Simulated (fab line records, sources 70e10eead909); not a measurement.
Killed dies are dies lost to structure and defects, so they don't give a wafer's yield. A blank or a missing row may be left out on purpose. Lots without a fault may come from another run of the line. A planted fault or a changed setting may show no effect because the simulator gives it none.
Chamber matching | flow nand_harc | NHARC_A_STAIRCASE_DESCUM_219 on rie_diel-01: 4 sister chambers
The step chemistry O2, time 3 s. 8 wafers are shown with their chamber, then 8 later ones without.

WAFERS WITH THEIR CHAMBER
wafer  | chamber | showerhead_plenum_p_Torr (Torr) | oes_product_au (a.u.)
L079.2 | 1       | 1.93                            | 0.978
L079.3 | 0       | 2.06                            | 0.970
L081.5 | 1       | 1.93                            | 0.994
L081.6 | 2       | 1.89                            | 1.002
L090.2 | 3       | 2.02                            | 0.984
L090.3 | 2       | 1.88                            | 1.004
L090.6 | 0       | 2.04                            | 0.989
L091.3 | 3       | 2.02                            | 0.991

WAFERS WITHOUT THEIR CHAMBER
wafer  | showerhead_plenum_p_Torr (Torr) | oes_product_au (a.u.)
L091.4 | 1.88                            | 0.996
L091.5 | 2.04                            | 0.993
L092.1 | 2.02                            | 1.000
L092.2 | 2.04                            | 1.000
L092.5 | 1.92                            | 0.989
L094.1 | 1.92                            | 0.992
L094.2 | 1.88                            | 0.990
L094.5 | 1.92                            | 0.994

WHICH CHAMBER EACH WENT THROUGH
wafer  | from the rows above     | in truth
L091.4 | 2                       | 2
L091.5 | can't be placed: 0 or 3 | 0
L092.1 | 3                       | 3
L092.2 | can't be placed: 0 or 3 | 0
L092.5 | 1                       | 1
L094.1 | 1                       | 1
L094.2 | 2                       | 2
L094.5 | 1                       | 1
Placed correctly: 6 of 8. Can't be placed from these rows: 2 (the true chamber is among the candidates in 2). Placed wrongly: 0.
How it was worked out, from the rows above alone: a wafer's distance from a chamber is the root of the sum, over the readings, of the square of ((its reading less the chamber's mean) divided by the reading's scatter). The wafer belongs to the nearest chamber; if the next one is less than 2 further off, it can't be placed. A chamber's mean is the mean of its shown wafers. The scatter: the root of (the sum of the squares of (reading less its chamber's mean) over the shown wafers, divided by (wafers less chambers)).
